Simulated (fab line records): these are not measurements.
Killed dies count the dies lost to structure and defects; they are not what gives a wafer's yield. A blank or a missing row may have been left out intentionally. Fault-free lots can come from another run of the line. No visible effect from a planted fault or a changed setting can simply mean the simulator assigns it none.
Which tool was responsible? :: flow n5Finfet :: 36 wafers from 12 lots sampled at 4 of the route's 1938 steps

## WHAT THE GAUGES READ, wafer by wafer
N5_BEOL_M8_INSPECT_30: inspects for defects (brightfield).
lot: L074
measured: day 12 06:59
on: defectInspect-02
rawDefectCount: 360 335 329

lot: L077
measured: day 12 22:22
on: defectInspect-02
rawDefectCount: 277 389 342

lot: L083
measured: day 13 10:23
on: defectInspect-02
rawDefectCount: 290 285 308

lot: L081
measured: day 14 00:26
on: defectInspect-01
rawDefectCount: 602 458 380

lot: L082
measured: day 14 12:59
on: defectInspect-01
rawDefectCount: 568 380 330

lot: L080
measured: day 15 01:33
on: defectInspect-02
rawDefectCount: 503 622 543

lot: L086
measured: day 15 18:26
on: defectInspect-02
rawDefectCount: 439 316 305

lot: L089
measured: day 15 21:28
on: defectInspect-01
rawDefectCount: 516 436 464

lot: L090
measured: day 15 21:17
on: defectInspect-01
rawDefectCount: 394 399 403

lot: L091
measured: day 16 23:11
on: defectInspect-02
rawDefectCount: 320 273 326

lot: L095
measured: day 17 14:42
on: defectInspect-01
rawDefectCount: 405 407 350

lot: L096
measured: day 17 21:10
on: defectInspect-02
rawDefectCount: 563 596 543

## WHICH TOOL RAN EACH LOT (tool, then ch and the chambers of the sampled wafers, then the start)
lot: L074
N5_BEOL_M8_CURE_74: uvCure-01 ch 1, day 12 02:41
N5_BEOL_M8_HM_OPEN_17: rieMetal-01 ch 0,1, day 12 04:41
N5_BEOL_M8_STRIP_19: rieDiel-01 ch 1,2,3, day 12 04:50

lot: L077
N5_BEOL_M8_CURE_74: uvCure-01 ch 2, day 12 15:26
N5_BEOL_M8_HM_OPEN_17: rieMetal-01 ch 0,1, day 12 20:08
N5_BEOL_M8_STRIP_19: rieDiel-01 ch 2,3, day 12 20:17

lot: L083
N5_BEOL_M8_CURE_74: uvCure-02 ch 2, day 13 02:32
N5_BEOL_M8_HM_OPEN_17: rieMetal-02 ch 0,1, day 13 08:20
N5_BEOL_M8_STRIP_19: rieDiel-03 ch 0,1,2, day 13 08:27

lot: L081
N5_BEOL_M8_CURE_74: uvCure-02 ch 0, day 13 21:26
N5_BEOL_M8_HM_OPEN_17: rieMetal-01 ch 0,1, day 13 23:03
N5_BEOL_M8_STRIP_19: rieDiel-04 ch 0,1,2, day 13 23:08

lot: L082
N5_BEOL_M8_CURE_74: uvCure-03 ch 0, day 14 05:59
N5_BEOL_M8_HM_OPEN_17: rieMetal-01 ch 0,1, day 14 09:00
N5_BEOL_M8_STRIP_19: rieDiel-04 ch 0,1, day 14 09:07

lot: L080
N5_BEOL_M8_CURE_74: uvCure-01 ch 0, day 14 17:02
N5_BEOL_M8_HM_OPEN_17: rieMetal-01 ch 0,1, day 14 20:26
N5_BEOL_M8_STRIP_19: rieDiel-04 ch 2,3, day 14 20:32

lot: L086
N5_BEOL_M8_CURE_74: uvCure-02 ch 0, day 15 14:49
N5_BEOL_M8_HM_OPEN_17: rieMetal-03 ch 0,1, day 15 17:49
N5_BEOL_M8_STRIP_19: rieDiel-03 ch 0,1,3, day 15 17:57

lot: L089
N5_BEOL_M8_CURE_74: uvCure-02 ch 0, day 15 17:44
N5_BEOL_M8_HM_OPEN_17: rieMetal-03 ch 0,1, day 15 19:40
N5_BEOL_M8_STRIP_19: rieDiel-04 ch 0,1, day 15 19:46

lot: L090
N5_BEOL_M8_CURE_74: uvCure-03 ch 2, day 15 18:03
N5_BEOL_M8_HM_OPEN_17: rieMetal-01 ch 0, day 15 19:54
N5_BEOL_M8_STRIP_19: rieDiel-04 ch 0,1,3, day 15 20:01

lot: L091
N5_BEOL_M8_CURE_74: uvCure-01 ch 1, day 16 16:06
N5_BEOL_M8_HM_OPEN_17: rieMetal-02 ch 0,1, day 16 20:36
N5_BEOL_M8_STRIP_19: rieDiel-04 ch 2,3, day 16 20:43

lot: L095
N5_BEOL_M8_CURE_74: uvCure-03 ch 2, day 17 11:20
N5_BEOL_M8_HM_OPEN_17: rieMetal-02 ch 0,1, day 17 13:49
N5_BEOL_M8_STRIP_19: rieDiel-01 ch 1,2,3, day 17 13:55

lot: L096
N5_BEOL_M8_CURE_74: uvCure-01 ch 1, day 17 16:11
N5_BEOL_M8_HM_OPEN_17: rieMetal-02 ch 0,1, day 17 20:23
N5_BEOL_M8_STRIP_19: rieDiel-03 ch 0,1,2, day 17 20:35
- N5_BEOL_M8_CURE_74: cures SiCOH lowk, time 240 s.
- N5_BEOL_M8_HM_OPEN_17: chemistry Cl2/BCl3, target TiN, target depth 20 nm, overetch 6 nm.
- N5_BEOL_M8_STRIP_19: strips in O2.

## THE ANSWER, worked out from the rows above alone
Rule: what is usual is taken from the lots themselves. The widest of any qualifying gaps counts: lots, ordered by their means at a reading, are off when they make up no more than a third of the lots, leave a main group of 4 or more, and stand apart from it by 3 or more times the standard deviation of that group's means. If all means in a main group match to the digits the tables above print for the reading, that group is not used. Also off: a lot with no number at a reading for which 4 or more lots have one. All remaining lots with rows at the step are treated as sound.
Across all readings shown, no lot is off: no conclusion can be drawn from this.

## WHAT THE SIMULATOR HAD INSERTED
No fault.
